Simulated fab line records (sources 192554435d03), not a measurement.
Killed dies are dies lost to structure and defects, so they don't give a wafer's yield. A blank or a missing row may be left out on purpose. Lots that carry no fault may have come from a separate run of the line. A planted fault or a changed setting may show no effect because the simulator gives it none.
fab line records | flow n5-finfet
record: lots: 7 | wafers: 21
route steps=1938 shown BEOL_M11@1539 BEOL_M12@1649 BEOL_M13@1661
start-h: the number of hours between the record's first day and the start of the first shown wafer of the lot | wait-h: how many hours have passed since the lot's step before this one | " the same as in the row above | L1.1+2: a single row standing in for several wafers | - either no value or no given start | * or withheld: withheld | < > ~ a bound
route shown NAME@n: a module of which the file shows steps, and the number in the route of the first | usual: mean and standard deviation over wafers with no fault | same: alike in all rows | chamber/n: place in a boat | sites: per-site readings | _std_site: the standard deviation of these | _edge_site: the outer-site mean with the inner-site mean subtracted | radius-mm: for every site, how far away it sits from the centre of the wafer | mask NAME#n: copy n | behind: tool/chamber where the wafer was last shaped | hold: what put the lot on hold/how long, in hours/how the hold closed | device: which transistor (n, p or np) failed to switch | end of line: the same wafers' tests at the end of the route | a step with no rows: only its recipe | killed: dies that structure and defects cost at the first sort, which is not the same as the wafer's yield | map: dies across one wafer; x = killed, . = not, _ = none there
set.NAME: the setting as run; set.NAME@STEP: as run at that earlier step | model.NAME: the simulator's own value behind a step, which no gauge read
one table per step and one row per wafer, for lots whose settings were changed on purpose
== steps ==
step: N5_BEOL_M11_PECVD_70
recipe: material: SiO2 | target-thk-a: 200 | temp-c: 400 | precursor: TEOS/O2 | pressure-torr: 5.5 | rf-w: 450 | teos-flow-sccm: 53.8 | gas: O2 | flow-sccm: 3000 | time-s: 22.7
lot.wafer | tool     | chamber | start-h | wait-h | set.temp-c | model.SiO2_of_BEOL_M11_PECVD_70.thk-nm
L076.1    | pecvd-04 | 1       | 216.54  | 0.0    | 400        | 19.8
L076.2+4  | "        | 0,1     | "       | "      | 400        | 20
L075.1    | pecvd-02 | 1       | 218.59  | 0.0    | 400        | 20.2
L075.3+5  | "        | 0,1     | "       | "      | 400        | 20.4
L079.1    | pecvd-04 | 0       | 243.08  | 0.0    | 400        | 20.4
L079.2    | "        | 2       | "       | "      | 400        | 20.2
L079.4    | "        | 2       | "       | "      | 406        | 19.6
L084.4    | pecvd-02 | 1       | 264.66  | 0.1    | 405.5      | 19.4
L084.5+6  | "        | 0,2     | "       | "      | 400        | 20.6
L088.1    | pecvd-03 | 1       | 296.81  | 0.0    | 387.3      | 21.8
L088.2    | "        | 2       | "       | "      | 387.3      | 22
L088.4    | "        | 0       | "       | "      | 400        | 20.4
L094.1    | pecvd-04 | 0       | 317.61  | 0.0    | 400        | 20
L094.5    | "        | 2       | "       | "      | 400        | 20.4
L094.6    | "        | 0       | "       | "      | 400        | 20.2
L096.1    | pecvd-04 | 2       | 343.41  | 0.0    | 400        | 20
L096.4    | "        | 2       | "       | "      | 416.4      | 18
L096.6    | "        | 0       | "       | "      | 400        | 20.2
step: N5_BEOL_M11_EXPOSE_08
recipe: mask-id: M11 | na: 1.35 | source-shape: dipole | sigma-inner: 0.411 | sigma-outer: 0.611 | polarization: te | dose-mj: 53.75
lot.wafer  | tool            | chamber | start-h | wait-h | mask  | set.dose-mj
L076.1+2+4 | arfi-scanner-03 | 0       | 218.20  | -      | M11#0 | 53.75
L075.1     | arfi-scanner-02 | 0       | 219.48  | -      | M11#0 | 53.75
L075.3+5   | "               | 0       | "       | "      | M11#0 | 52.16
L079.1+4   | arfi-scanner-03 | 0       | 245.00  | -      | M11#0 | 55.73
L079.2     | "               | 0       | "       | "      | M11#0 | 53.75
L084.4+5+6 | arfi-scanner-03 | 0       | 265.57  | -      | M11#0 | 53.75
L088.1     | arfi-scanner-03 | 0       | 298.30  | -      | M11#0 | 56.21
L088.2+4   | "               | 0       | "       | "      | M11#0 | 53.75
L094.1     | arfi-scanner-02 | 0       | 320.92  | -      | M11#0 | 54.9
L094.5+6   | "               | 0       | "       | "      | M11#0 | 53.75
L096.1+4+6 | arfi-scanner-01 | 0       | 344.31  | -      | M11#0 | 53.75
step: N5_BEOL_M11_PEB_09
recipe: peb-temp-c: withheld | peb-time-s: 60 | resist: CAR-ArF
step: N5_BEOL_M11_DEVELOP_10
recipe: develop-time-s: 30 | developer: TMAH | resist: CAR-ArF | rinse-liquid: diw | dry: air-spin | dev-temp-c: 23
step: N5_BEOL_M11_CD_MEAS_11
recipe: target-cd-nm: 64.1 | landing-energy-ev: 500 | detector: se-inlens | polarity: opening
usual: cd-nm: 64.2/0.59
lot.wafer | tool      | chamber | start-h | wait-h | set.dose-mj@BEOL_M11_EXPOSE_08 | cd-nm
L076.1    | cd-sem-03 | 0       | 218.33  | -      | 53.75                          | 64.3
L076.2    | "         | 0       | "       | "      | 53.75                          | 64.3
L076.4    | "         | 0       | "       | "      | 53.75                          | 64.0
L075.1    | cd-sem-01 | 0       | 219.61  | -      | 53.75                          | 64.0
L075.3    | "         | 0       | "       | "      | 52.16                          | 62.1
L075.5    | "         | 0       | "       | "      | 52.16                          | 62.4
L079.1    | cd-sem-02 | 0       | 245.12  | -      | 55.73                          | 66.9
L079.2    | "         | 0       | "       | "      | 53.75                          | 64.5
L079.4    | "         | 0       | "       | "      | 55.73                          | 66.7
L084.4    | cd-sem-03 | 0       | 265.68  | -      | 53.75                          | 64.7
L084.5    | "         | 0       | "       | "      | 53.75                          | 64.4
L084.6    | "         | 0       | "       | "      | 53.75                          | 63.8
L088.1    | cd-sem-02 | 0       | 298.43  | -      | 56.21                          | 67.9
L088.2    | "         | 0       | "       | "      | 53.75                          | 64.4
L088.4    | "         | 0       | "       | "      | 53.75                          | 64.4
L094.1    | cd-sem-01 | 0       | 321.04  | -      | 54.9                           | 65.8
L094.5    | "         | 0       | "       | "      | 53.75                          | 64.0
L094.6    | "         | 0       | "       | "      | 53.75                          | 64.4
L096.1    | cd-sem-01 | 0       | 344.44  | -      | 53.75                          | 64.8
L096.4    | "         | 0       | "       | "      | 53.75                          | 64.3
L096.6    | "         | 0       | "       | "      | 53.75                          | 64.8
step: N5_BEOL_M11_DESCUM_16
recipe: chemistry: O2 | time-s: 7.9 | source-power-w: 50 | bias-power-w: 20 | pressure-mtorr: 20 | rf-frequency-hz: 2.712e+07 | temp-c: 40 | resist: CAR-ArF | o2-flow-sccm: 225
step: N5_BEOL_M11_ETCH_61
recipe: chemistry: CF4 | target: SiARC | target-depth-a: 390 | mask-material: CAR-ArF | time-s: 65 | ion-energy-ev: 80 | pressure-mtorr: 40 | source-w: 545 | bias-w: 36 | Ar_flow_sccm: 100 | cf4-flow-sccm: 100 | ends: cleared
lot.wafer | tool        | chamber | start-h | wait-h | set.dose-mj@BEOL_M11_EXPOSE_08 | model.BEOL_M11.cd-offset-nm
L076.1+4  | rie-diel-05 | 1,2     | 218.45  | 0.0    | 53.75                          | 0.2
L076.2    | "           | 3       | "       | "      | 53.75                          | 0
L075.1    | rie-diel-01 | 2       | 219.73  | 0.0    | 53.75                          | -0.2
L075.3    | "           | 0       | "       | "      | 52.16                          | -1.6
L075.5    | "           | 2       | "       | "      | 52.16                          | -1.8
L079.1    | rie-diel-05 | 2       | 245.25  | 0.0    | 55.73                          | 3
L079.2    | "           | 3       | "       | "      | 53.75                          | 0.2
L079.4    | "           | 0       | "       | "      | 55.73                          | 2.8
L084.4+5  | rie-diel-03 | 0,1     | 265.86  | 0.0    | 53.75                          | 0.2
L084.6    | "           | 0       | "       | "      | 53.75                          | -0.2
L088.1    | rie-diel-03 | 0       | 298.86  | 0.0    | 56.21                          | 3.6
L088.2    | "           | 3       | "       | "      | 53.75                          | 0
L088.4    | "           | 1       | "       | "      | 53.75                          | 0.6
L094.1    | rie-diel-01 | 3       | 321.17  | 0.0    | 54.9                           | 1.6
L094.5    | "           | 1       | "       | "      | 53.75                          | -0.2
L094.6    | "           | 0       | "       | "      | 53.75                          | 0
L096.1    | rie-diel-03 | 2       | 344.56  | 0.0    | 53.75                          | 0.8
L096.4    | "           | 2       | "       | "      | 53.75                          | 0.6
L096.6    | "           | 0       | "       | "      | 53.75                          | 0.2
step: N5_BEOL_M11_ETCH_62
recipe: chemistry: N2/H2 | target: SOC | target-depth-a: 1100 | overetch-a: 220 | mask-material: SiARC | temp-c: 40 | time-s: 165 | ion-energy-ev: 200 | pressure-mtorr: 30 | source-w: 840 | bias-w: 150 | n2-flow-sccm: 200 | h2-flow-sccm: 200
lot.wafer | tool        | chamber | start-h | wait-h | set.dose-mj@BEOL_M11_EXPOSE_08 | model.BEOL_M11.cd-offset-nm
L076.1    | rie-diel-05 | 1       | 218.50  | 0.0    | 53.75                          | 0
L076.2    | "           | 3       | "       | "      | 53.75                          | -0.4
L076.4    | "           | 2       | "       | "      | 53.75                          | 0.4
L075.1    | rie-diel-01 | 2       | 219.78  | 0.0    | 53.75                          | 0.2
L075.3    | "           | 0       | "       | "      | 52.16                          | -1.4
L075.5    | "           | 2       | "       | "      | 52.16                          | -1.6
L079.1    | rie-diel-05 | 2       | 245.30  | 0.0    | 55.73                          | 3
L079.2    | "           | 3       | "       | "      | 53.75                          | -0.2
L079.4    | "           | 0       | "       | "      | 55.73                          | 3.2
L084.4+5  | rie-diel-03 | 0,1     | 265.91  | 0.0    | 53.75                          | 0
L084.6    | "           | 0       | "       | "      | 53.75                          | -0.4
L088.1    | rie-diel-03 | 0       | 298.91  | 0.0    | 56.21                          | 3.4
L088.2    | "           | 3       | "       | "      | 53.75                          | 0
L088.4    | "           | 1       | "       | "      | 53.75                          | 0.4
L094.1    | rie-diel-01 | 3       | 321.22  | 0.0    | 54.9                           | 1.2
L094.5+6  | "           | 1,0     | "       | "      | 53.75                          | -0.2
L096.1+4  | rie-diel-03 | 2       | 344.61  | 0.0    | 53.75                          | 1
L096.6    | "           | 0       | "       | "      | 53.75                          | 0.4
step: N5_BEOL_M11_STRIP_68
recipe: chemistry: N2/H2 | temp-c: 40 | n2-flow-sccm: 200 | h2-flow-sccm: 200 | rf-frequency-hz: 6e+07
step: N5_BEOL_M11_STRIP_67
recipe: chemistry: CF4 | resist: SiARC | power-w: 300 | bias-power-w: 75 | pressure-mtorr: 50 | cf4-flow-sccm: 150 | rf-frequency-hz: 6e+07
step: N5_BEOL_M11_HM_OPEN_17
recipe: chemistry: Cl2/BCl3 | target-depth-a: 200 | overetch-a: 60 | target: TiN | mask-material: SOC | ion-energy-ev: 150 | pressure-mtorr: 10 | icp-w: 1000 | bias-w: 126 | Cl2_flow_sccm: 53.25 | bcl3-flow-sccm: 21.75 | Ar_flow_sccm: 25
lot.wafer | tool         | chamber | start-h | wait-h | set.dose-mj@BEOL_M11_EXPOSE_08 | model.BEOL_M11.cd-offset-nm
L076.1    | rie-metal-01 | 1       | 218.69  | 0.0    | 53.75                          | 0
L076.2    | "            | 0       | "       | "      | 53.75                          | -0.6
L076.4    | "            | 1       | "       | "      | 53.75                          | 0.6
L075.1    | rie-metal-01 | 1       | 219.97  | 0.0    | 53.75                          | 0.4
L075.3    | "            | 0       | "       | "      | 52.16                          | -1.6
L075.5    | "            | 1       | "       | "      | 52.16                          | -1.4
L079.1+4  | rie-metal-03 | 1       | 245.48  | 0.0    | 55.73                          | 3.2
L079.2    | "            | 0       | "       | "      | 53.75                          | -0.2
L084.4    | rie-metal-01 | 0       | 266.12  | 0.1    | 53.75                          | -0.2
L084.5    | "            | 1       | "       | "      | 53.75                          | 0.2
L084.6    | "            | 0       | "       | "      | 53.75                          | -0.6
L088.1    | rie-metal-02 | 1       | 299.10  | 0.0    | 56.21                          | 3.4
L088.2    | "            | 0       | "       | "      | 53.75                          | 0
L088.4    | "            | 1       | "       | "      | 53.75                          | 0.4
L094.1    | rie-metal-02 | 1       | 321.40  | 0.0    | 54.9                           | 1.4
L094.5    | "            | 0       | "       | "      | 53.75                          | -0.4
L094.6    | "            | 1       | "       | "      | 53.75                          | -0.2
L096.1    | rie-metal-02 | 1       | 344.80  | 0.0    | 53.75                          | 1
L096.4    | "            | 0       | "       | "      | 53.75                          | 0.8
L096.6    | "            | 0       | "       | "      | 53.75                          | 0.2
step: N5_BEOL_M11_STRIP_19
recipe: chemistry: O2 | power-w: 400 | temp-c: 40 | pressure-mtorr: 30 | rf-frequency-hz: 6e+07 | bias-power-w: 0 | overash-fraction: 0.2 | o2-flow-sccm: 225
step: N5_BEOL_M11_CD_MEAS_18
recipe: pitch-nm: 140 | target-cd-nm: 70
usual: cd-nm: 70.0/0.68
lot.wafer | tool      | chamber | start-h | wait-h | set.dose-mj@BEOL_M11_EXPOSE_08 | cd-nm
L076.1    | cd-sem-03 | -       | 218.87  | 0.0    | 53.75                          | 69.9
L076.2    | "         | -       | "       | "      | 53.75                          | 69.7
L076.4    | "         | -       | "       | "      | 53.75                          | 70.6
L075.1    | cd-sem-01 | -       | 220.15  | 0.0    | 53.75                          | 70.3
L075.3    | "         | -       | "       | "      | 52.16                          | 68.7
L075.5    | "         | -       | "       | "      | 52.16                          | 68.6
L079.1    | cd-sem-01 | -       | 245.70  | 0.0    | 55.73                          | 72.9
L079.2    | "         | -       | "       | "      | 53.75                          | 69.5
L079.4    | "         | -       | "       | "      | 55.73                          | 73.4
L084.4    | cd-sem-02 | -       | 266.28  | 0.1    | 53.75                          | 69.8
L084.5    | "         | -       | "       | "      | 53.75                          | 69.9
L084.6    | "         | -       | "       | "      | 53.75                          | 69.3
L088.1    | cd-sem-03 | -       | 299.38  | 0.0    | 56.21                          | 73.3
L088.2    | "         | -       | "       | "      | 53.75                          | 70.0
L088.4    | "         | -       | "       | "      | 53.75                          | 70.3
L094.1    | cd-sem-01 | -       | 321.59  | 0.0    | 54.9                           | 71.6
L094.5    | "         | -       | "       | "      | 53.75                          | 69.8
L094.6    | "         | -       | "       | "      | 53.75                          | 69.5
L096.1    | cd-sem-02 | -       | 344.98  | 0.0    | 53.75                          | 70.7
L096.4    | "         | -       | "       | "      | 53.75                          | 71.2
L096.6    | "         | -       | "       | "      | 53.75                          | 70.1
step: N5_BEOL_M11_COAT_63
recipe: resist: SOC | temp-c: 250 | time-s: 60 | spin-rpm: 1500 | resist-thk-nm: 100
step: N5_BEOL_M11_COAT_64
recipe: resist: SiARC | temp-c: 220 | time-s: 60 | spin-rpm: 1500 | resist-thk-nm: 30
step: N5_BEOL_M11_STRIP_77
recipe: chemistry: N2/H2 | time-s: 10 | power-w: 450 | temp-c: 40 | pressure-mtorr: 20 | rf-frequency-hz: 6e+07 | bias-power-w: 7 | n2-flow-sccm: 200 | h2-flow-sccm: 200
step: N5_BEOL_M11_HM_STRIP_39
recipe: chemistry: peroxide-tin-strip | material: TiN | target-depth-a: 250 | temp-c: 50 | time-s: 158
lot.wafer | tool         | chamber | start-h | wait-h | set.temp-c@BEOL_M11_PECVD_70 | model.SiO2_of_BEOL_M11_PECVD_70.thk-nm
L076.1    | wet-bench-05 | 5       | 221.39  | 0.0    | 400                          | 19.6
L076.2+4  | "            | 2,7     | "       | "      | 400                          | 19.8
L075.1    | wet-bench-05 | 1       | 221.64  | 0.0    | 400                          | 20
L075.3+5  | "            | 3,6     | "       | "      | 400                          | 20.2
L079.1    | wet-bench-05 | 2       | 246.70  | 0.0    | 400                          | 20.2
L079.2    | "            | 0       | "       | "      | 400                          | 20
L079.4    | "            | 5       | "       | "      | 406                          | 19.4
L084.4    | wet-bench-01 | 0       | 267.54  | 0.0    | 405.5                        | 19.2
L084.5+6  | "            | 6,2     | "       | "      | 400                          | 20.4
L088.1    | wet-bench-04 | 3       | 300.44  | 0.0    | 387.3                        | 21.6
L088.2    | "            | 2       | "       | "      | 387.3                        | 22
L088.4    | "            | 5       | "       | "      | 400                          | 20.2
L094.1    | wet-bench-04 | 6       | 322.83  | 0.0    | 400                          | 19.8
L094.5    | "            | 7       | "       | "      | 400                          | 20.2
L094.6    | "            | 0       | "       | "      | 400                          | 20
L096.1    | wet-bench-01 | 2       | 346.02  | 0.0    | 400                          | 19.8
L096.4    | "            | 1       | "       | "      | 416.4                        | 17.8
L096.6    | "            | 6       | "       | "      | 400                          | 20
step: N5_BEOL_M11_SRD_40
recipe: time-s: 30 | temp-c: 23 | rinse-liquid: diw | dry: ipa-marangoni
step: N5_BEOL_M11_PRECLEAN_42
recipe: chemistry: residue-remover | time-s: 60 | temp-c: 40
step: N5_BEOL_M11_SRD_43
recipe: time-s: 30 | temp-c: 23 | rinse-liquid: diw | dry: ipa-marangoni
step: N5_BEOL_M11_CD_MEAS_35
recipe: target-cd-nm: 70 | polarity: opening
usual: cd-nm: 70.0/0.72
lot.wafer | tool      | chamber | start-h | wait-h | set.dose-mj@BEOL_M11_EXPOSE_08 | cd-nm
L076.1    | cd-sem-01 | -       | 221.51  | 0.0    | 53.75                          | 69.9
L076.2    | "         | -       | "       | "      | 53.75                          | 69.4
L076.4    | "         | -       | "       | "      | 53.75                          | 70.7
L075.1    | cd-sem-02 | -       | 221.76  | 0.0    | 53.75                          | 70.5
L075.3    | "         | -       | "       | "      | 52.16                          | 68.6
L075.5    | "         | -       | "       | "      | 52.16                          | 69.1
L079.1    | cd-sem-01 | -       | 246.82  | 0.0    | 55.73                          | 73.4
L079.2    | "         | -       | "       | "      | 53.75                          | 69.5
L079.4    | "         | -       | "       | "      | 55.73                          | 73.4
L084.4    | cd-sem-02 | -       | 267.67  | 0.0    | 53.75                          | 69.7
L084.5    | "         | -       | "       | "      | 53.75                          | 70.1
L084.6    | "         | -       | "       | "      | 53.75                          | 68.9
L088.1    | cd-sem-01 | -       | 300.56  | 0.0    | 56.21                          | 73.3
L088.2    | "         | -       | "       | "      | 53.75                          | 69.7
L088.4    | "         | -       | "       | "      | 53.75                          | 70.3
L094.1    | cd-sem-03 | -       | 322.95  | 0.0    | 54.9                           | 71.4
L094.5    | "         | -       | "       | "      | 53.75                          | 70.0
L094.6    | "         | -       | "       | "      | 53.75                          | 69.7
L096.1    | cd-sem-03 | -       | 346.14  | 0.0    | 53.75                          | 70.7
L096.4    | "         | -       | "       | "      | 53.75                          | 70.8
L096.6    | "         | -       | "       | "      | 53.75                          | 70.1
step: N5_BEOL_M12_SPUTTER_44
recipe: material: Ta | target-thk-a: 100 | temp-c: 50 | bias-v: 80 | power-w: 15000 | chamber-pressure-pa: 0.07 | time-s: 16.13
lot.wafer  | tool           | chamber | start-h | wait-h | set.time-s | model.Ta_of_BEOL_M12_SPUTTER_44.thk-nm
L076.1+2+4 | pvd-sputter-02 | -       | 228.18  | 0.0    | 16.13      | 10
L075.1+3   | pvd-sputter-03 | -       | 229.31  | 0.0    | 14.98      | 9.2
L075.5     | "              | -       | "       | "      | 16.13      | 10
L079.1     | pvd-sputter-02 | -       | 253.12  | 0.0    | 16.13      | 9.8
L079.2     | "              | -       | "       | "      | 16.13      | 10
L079.4     | "              | -       | "       | "      | 15.52      | 9.2
L084.4+5   | pvd-sputter-02 | -       | 274.81  | 0.0    | 18.54      | 11.4
L084.6     | "              | -       | "       | "      | 16.13      | 9.8
L088.1+2+4 | pvd-sputter-01 | -       | 306.60  | 0.0    | 16.13      | 9.8
L094.1     | pvd-sputter-03 | -       | 328.73  | 0.0    | 14.76      | 9.2
L094.5     | "              | -       | "       | "      | 16.13      | 9.8
L094.6     | "              | -       | "       | "      | 14.76      | 9
L096.1     | pvd-sputter-01 | -       | 353.63  | 0.0    | 17.93      | 11.2
L096.4+6   | "              | -       | "       | "      | 16.13      | 10
step: N5_BEOL_M13_COAT_58
recipe: resist: BARC | temp-c: 205 | time-s: 60 | spin-rpm: 1500 | resist-thk-nm: 89
lot.wafer | tool           | chamber | start-h | wait-h | set.spin-rpm | model.BARC_of_BEOL_M13_COAT_58.thk-nm
L076.1    | litho-track-04 | 0       | 229.78  | 0.0    | 1500         | 89.2
L076.2    | "              | 0       | "       | "      | 1500         | 89
L076.4    | "              | 0       | "       | "      | 1500         | 88.8
L075.1    | litho-track-04 | 0       | 230.64  | 0.0    | 1373         | 92.6
L075.3    | "              | 0       | "       | "      | 1500         | 88.8
L075.5    | "              | 0       | "       | "      | 1373         | 92.8
L079.1    | litho-track-05 | 0       | 254.50  | 0.0    | 1584         | 86.8
L079.2    | "              | 0       | "       | "      | 1500         | 88.8
L079.4    | "              | 0       | "       | "      | 1500         | 89
L084.4+5  | litho-track-05 | 0       | 276.29  | 0.0    | 1500         | 88.6
L084.6    | "              | 0       | "       | "      | 1571         | 86.4
L088.1+2  | litho-track-04 | 0       | 307.90  | 0.0    | 1500         | 89.4
L088.4    | "              | 0       | "       | "      | 1500         | 89.6
L094.1    | litho-track-03 | 0       | 330.16  | 0.0    | 1500         | 89
L094.5    | "              | 0       | "       | "      | 1500         | 89.2
L094.6    | "              | 0       | "       | "      | 1557         | 87.2
L096.1    | litho-track-03 | 0       | 355.18  | 0.0    | 1448         | 90.4
L096.4    | "              | 0       | "       | "      | 1448         | 90.6
L096.6    | "              | 0       | "       | "      | 1500         | 89.2
step: N5_BEOL_M13_COAT_04
recipe: spin-rpm: 1625 | resist-thk-nm: 400
step: N5_BEOL_M13_EBR_06
recipe: solvent: PGMEA | ebr-width-mm: 1.5
step: N5_BEOL_M13_DESCUM_15
recipe: chemistry: O2 | time-s: 7.9 | source-power-w: 50 | bias-power-w: 20 | pressure-mtorr: 20 | rf-frequency-hz: 2.712e+07 | temp-c: 40 | o2-flow-sccm: 225
step: N5_BEOL_M13_ETCH_59
recipe: chemistry: N2/H2 | target: BARC | target-depth-a: 890 | overetch-a: 267 | time-s: 67.9 | ion-energy-ev: 200 | pressure-mtorr: 30 | source-w: 840 | bias-w: 150 | n2-flow-sccm: 200 | h2-flow-sccm: 200
lot.wafer | tool        | chamber | start-h | wait-h | set.spin-rpm@BEOL_M13_COAT_58 | model.etch.depth-nm
L076.1    | rie-diel-03 | 2       | 230.60  | 0.0    | 1500                          | 89.16
L076.2    | "           | 1       | "       | "      | 1500                          | 88.93
L076.4    | "           | 0       | "       | "      | 1500                          | 88.86
L075.1    | rie-diel-03 | 2       | 231.31  | 0.0    | 1373                          | 92.65
L075.3    | "           | 0       | "       | "      | 1500                          | 88.76
L075.5    | "           | 2       | "       | "      | 1373                          | 92.8
L079.1    | rie-diel-05 | 1       | 254.89  | 0.0    | 1584                          | 86.75
L079.2    | "           | 3       | "       | "      | 1500                          | 88.82
L079.4    | "           | 0       | "       | "      | 1500                          | 88.91
L084.4    | rie-diel-01 | 2       | 276.84  | 0.0    | 1500                          | 88.59
L084.5    | "           | 2       | "       | "      | 1500                          | 88.63
L084.6    | "           | 1       | "       | "      | 1571                          | 86.39
L088.1    | rie-diel-05 | 2       | 308.42  | 0.0    | 1500                          | 89.34
L088.2    | "           | 0       | "       | "      | 1500                          | 89.46
L088.4    | "           | 0       | "       | "      | 1500                          | 89.58
L094.1    | rie-diel-01 | 3       | 330.81  | 0.0    | 1500                          | 88.97
L094.5    | "           | 3       | "       | "      | 1500                          | 89.12
L094.6    | "           | 2       | "       | "      | 1557                          | 87.16
L096.1    | rie-diel-03 | 2       | 355.68  | 0.0    | 1448                          | 90.48
L096.4    | "           | 3       | "       | "      | 1448                          | 90.63
L096.6    | "           | 1       | "       | "      | 1500                          | 89.16
step: N5_BEOL_M13_VIA_ETCH_16
recipe: chemistry: C4F8/O2/Ar | target: SiOC | pressure-mtorr: 30 | source-w: 3000 | bias-w: 700 | Ar_flow_sccm: 400 | C4F8_flow_sccm: 15 | O2_flow_sccm: 8 | he-inner-torr: 15 | he-outer-torr: 30 | target-depth-a: 9217 | time-s: withheld | ion-energy-ev: 250 | ends: cleared
step: N5_BEOL_M13_STRIP_63
recipe: chemistry: N2/H2 | power-w: 1000 | temp-c: 250 | h2-frac: 0.65 | overash-fraction: 0.3 | pressure-mtorr: 1000 | n2-flow-sccm: 1750 | h2-flow-sccm: 3250
step: N5_BEOL_M13_STRIP_64
recipe: chemistry: N2/H2 | power-w: 1000 | temp-c: 250 | h2-frac: 0.65 | overash-fraction: 0.3 | pressure-mtorr: withheld | n2-flow-sccm: 1750 | h2-flow-sccm: 3250
usual: strip-time-to-endpoint-s: 31.32/0.073
lot.wafer | tool            | chamber | start-h | wait-h | set.spin-rpm@BEOL_M13_COAT_58 | strip-time-to-endpoint-s
L076.1    | plasma-asher-02 | 0       | 230.95  | 0.0    | 1500                          | 31.37
L076.2    | "               | 1       | "       | "      | 1500                          | 31.28
L076.4    | "               | 0       | "       | "      | 1500                          | 31.29
L075.1    | plasma-asher-01 | 0       | 231.67  | 0.0    | 1373                          | 32.35
L075.3    | "               | 1       | "       | "      | 1500                          | 31.25
L075.5    | "               | 1       | "       | "      | 1373                          | 32.39
L079.1    | plasma-asher-01 | 0       | 255.24  | 0.0    | 1584                          | 30.69
L079.2    | "               | 1       | "       | "      | 1500                          | 31.26
L079.4    | "               | 1       | "       | "      | 1500                          | 31.28
L084.4    | plasma-asher-02 | 1       | 277.21  | 0.0    | 1500                          | 31.20
L084.5    | "               | 0       | "       | "      | 1500                          | 31.20
L084.6    | "               | 1       | "       | "      | 1571                          | 30.56
L088.1    | plasma-asher-02 | 1       | 308.77  | 0.0    | 1500                          | 31.41
L088.2    | "               | 0       | "       | "      | 1500                          | 31.45
L088.4    | "               | 0       | "       | "      | 1500                          | 31.47
L094.1    | plasma-asher-01 | 1       | 331.18  | 0.0    | 1500                          | 31.30
L094.5    | "               | 0       | "       | "      | 1500                          | 31.35
L094.6    | "               | 1       | "       | "      | 1557                          | 30.77
L096.1    | plasma-asher-02 | 1       | 356.03  | 0.0    | 1448                          | 31.75
L096.4    | "               | 0       | "       | "      | 1448                          | 31.77
L096.6    | "               | 1       | "       | "      | 1500                          | 31.35
== key ==
split: step: N5_BEOL_M11_PECVD_70 | setting: temp-c | stated: 400 | by: wafer
response: step: N5_BEOL_M11_PECVD_70 | reading: model.SiO2_of_BEOL_M11_PECVD_70.thk-nm | change: -0.518 | per: 1% | r: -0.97
response: step: N5_BEOL_M11_HM_STRIP_39 | reading: model.SiO2_of_BEOL_M11_PECVD_70.thk-nm | change: -0.528 | per: 1% | r: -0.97
split: step: N5_BEOL_M11_EXPOSE_08 | setting: dose-mj | stated: 53.75 | by: wafer
response: step: N5_BEOL_M11_CD_MEAS_11 | reading: cd-nm | change: +0.688 | per: 1% | r: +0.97
response: step: N5_BEOL_M11_ETCH_61 | reading: model.BEOL_M11.cd-offset-nm | change: +0.692 | per: 1% | r: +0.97
response: step: N5_BEOL_M11_ETCH_62 | reading: model.BEOL_M11.cd-offset-nm | change: +0.728 | per: 1% | r: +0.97
response: step: N5_BEOL_M11_HM_OPEN_17 | reading: model.BEOL_M11.cd-offset-nm | change: +0.761 | per: 1% | r: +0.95
response: step: N5_BEOL_M11_CD_MEAS_18 | reading: cd-nm | change: +0.779 | per: 1% | r: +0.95
response: step: N5_BEOL_M11_CD_MEAS_35 | reading: cd-nm | change: +0.779 | per: 1% | r: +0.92
split: step: N5_BEOL_M12_SPUTTER_44 | setting: time-s | stated: 16.13 | by: wafer
response: step: N5_BEOL_M12_SPUTTER_44 | reading: model.Ta_of_BEOL_M12_SPUTTER_44.thk-nm | change: +0.106 | per: 1% | r: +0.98
split: step: N5_BEOL_M13_COAT_58 | setting: spin-rpm | stated: 1500 | by: wafer
response: step: N5_BEOL_M13_COAT_58 | reading: model.BARC_of_BEOL_M13_COAT_58.thk-nm | change: -0.441 | per: 1% | r: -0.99
response: step: N5_BEOL_M13_ETCH_59 | reading: model.etch.depth-nm | change: -0.447 | per: 1% | r: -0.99
response: step: N5_BEOL_M13_STRIP_64 | reading: strip-time-to-endpoint-s | change: * | per: 1% | r: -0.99
